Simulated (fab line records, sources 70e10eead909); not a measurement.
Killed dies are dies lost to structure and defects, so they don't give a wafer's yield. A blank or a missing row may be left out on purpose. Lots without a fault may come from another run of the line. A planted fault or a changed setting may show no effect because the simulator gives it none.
A struck lot beside a sound one | flow nand_harc | 18 steps out of a route of 1159
Sound: wafers L879.2, L879.4, L879.6. Struck: wafers L883.3, L883.4, L883.5. The cause comes at the end.
At each step with rows: each side's tool, then ch and its chambers, then its first start. Under that, the readings that differ: sound wafers | struck wafers | difference of the means | sigmas: that difference in standard deviations of wafers without a fault.
alike: readings whose means differ by less than 2 such deviations, and words and numbers that are the same on both sides. not compared: withheld readings, readings that some wafer has no value for, bounds like >300 that may hide the same value, and numbers for which the record gives no deviation and whose values overlap.
The two part at a step that has a row with sigmas, a row that says differs or no value, or rows on one side only. Numbers that don't overlap but have no deviation are shown without sigmas and don't part them. A reading that every wafer of one side lacks parts them only if that side has two wafers or more.

first, 1 step without rows for these wafers: NHARC_P_BONDPAD_ETCH_37 (etches the open film in N2/H2, target depth 60 nm, overetch 18 nm, time 65.91 s).
NHARC_P_BONDPAD_ETCH_12: etches the open film in CHF3/O2, target depth 200 nm, time 100 s.
  sound on rie_diel-06 ch 1,2; struck on rie_diel-06 ch 0,1,2
  alike: drypump_motor_current_A, o2_flow_sccm, oes_product_au, rf_vpp_V, showerhead_plenum_p_Torr, throttle_valve_pct
  not compared: rf_hours_counter_h
NHARC_P_BONDPAD_CD_MEAS_13:
  sound on cd_sem-02, day 9 18:22; struck on cd_sem-01, day 10 09:23
  alike: cd_nm
then, 1 step without rows for these wafers: NHARC_P_BONDPAD_STRIP_15 (strips in O2).
NHARC_P_BONDPAD_ETCH_24: etches the open film in CF4/N2, target depth 30 nm, time 72.99 s.
  sound on rie_diel-08 ch 0,1; struck on rie_diel-06 ch 0,2
  alike: drypump_motor_current_A, oes_product_au, rf_vpp_V, showerhead_plenum_p_Torr, throttle_valve_pct
  not compared: rf_hours_counter_h
then, 1 step without rows for these wafers: NHARC_P_BONDPAD_STRIP_16 (strips in post etch residue remover, time 600 s).
NHARC_P_BONDPAD_DEGAS_25: time 60 s.
  sound on pvd_sputter-02, day 9 19:01; struck on pvd_sputter-03, day 10 10:01
  alike: heater_power_w
then, 1 step without rows for these wafers: NHARC_P_BONDPAD_PRE_CLEAN_26 (time 30 s).
NHARC_P_BONDPAD_PVD_17: deposits TaN, target thk 5 nm, time 8.06 s.
  sound on pvd_sputter-02; struck on pvd_sputter-03
  alike: cathode_dc_power_W, throttle_valve_pct
then, 3 steps without rows for these wafers: NHARC_P_BONDPAD_PVD_27 (deposits Cu, target thk 30 nm, time 20.49 s); NHARC_P_BONDPAD_ECD_18 (material Cu, target thk 400 nm); NHARC_P_BONDPAD_ANNEAL_28 (time 90 s).
NHARC_P_BONDPAD_CMP_19: polishes, t overpolish 30 s, cu recess touch 16 s, target thk 160.81 nm.
  sound on cmp-04 ch 0,1,3, day 9 20:07; struck on cmp-04 ch 0,2,3, day 10 11:07
  no value came back on the struck wafers for cu_recess_touch_s (s), edge_zone_pressure_frac, motor_current_A (A), overpolish_run_s (s); on the sound wafers cu_recess_touch_s (s) reads 16 16 16
NHARC_P_BONDPAD_THK_MEAS_20: measures by xrf.
  sound on film_metro-02, day 9 20:26; struck on film_metro-01, day 10 11:25
  reading     | sound             | struck            | difference | sigmas
  thk_nm (nm) | 160.9 160.2 163.4 | 396.1 404.3 397.8 | +237.9     | +99 or more
then, 1 step without rows for these wafers: NHARC_P_BONDPAD_SRD_21 (time 30 s, dry time 20 s).
NHARC_P_BONDPAD_INSPECT_23:
  sound on defect_inspect-01, day 9 20:38; struck on defect_inspect-01, day 10 11:37
  reading          | sound       | struck         | difference | sigmas
  raw_defect_count | 222 395 258 | 6169 6122 6158 | +5858      | +53
NHARC_P_BONDPAD_ACTIVATE_29: chemistry N2, time 60 s.
  sound on rie_diel-06 ch 1,2,3, day 9 20:43; struck on rie_diel-01 ch 1,2, day 10 11:41
  alike: drypump_motor_current_A, oes_product_au, rf_vpp_V, showerhead_plenum_p_Torr
  not compared: rf_hours_counter_h
-- the record jumps here: 13 days lie between the struck wafers' starts before and after (it left off in module P_BONDPAD and takes up again in module END, whose first step shown is number 1159 of the route) --
NHARC_END_SORT_01:
  sound on prober-01 ch 0, day 22 06:22; struck on prober-02 ch 0, day 23 04:55
  reading                  | sound           | struck            | difference | sigmas
  defect_limited_yield (%) | 97.0 97.6 96.3  | 0 0 0             | -97        | -65
  killed_at_periphery      | 3 3 3           | 655 653 662       | +654       | +99 or more
  killed_dies              | 20 16 25        | 677 677 677       | +657       | +66
  sort_bin_3_pct (%)       | 0.59 0 0.15     | 97.05 96.60 97.93 | +96.95     | +99 or more
  sort_n_pass              | 657 661 652     | 0 0 0             | -657       | -66
  sort_rim_yield_pct (%)   | 99.1 98.1 100.0 | 0 0 0             | -99        | -38
  sort_yield_pct (%)       | 97.0 97.6 96.3  | 0 0 0             | -97        | -65
  alike: killed_at_array, killed_at_other, killed_open, killed_short, sort_bin_2_pct, sort_bin_4_pct

WHERE THEY PART
First at NHARC_P_BONDPAD_CMP_19; last, within this record, at NHARC_END_SORT_01.

WHY: what the simulator had put in
Skipped step whole: cmp-04, from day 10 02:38 on, at NHARC_P_BONDPAD_CMP_19. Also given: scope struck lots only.
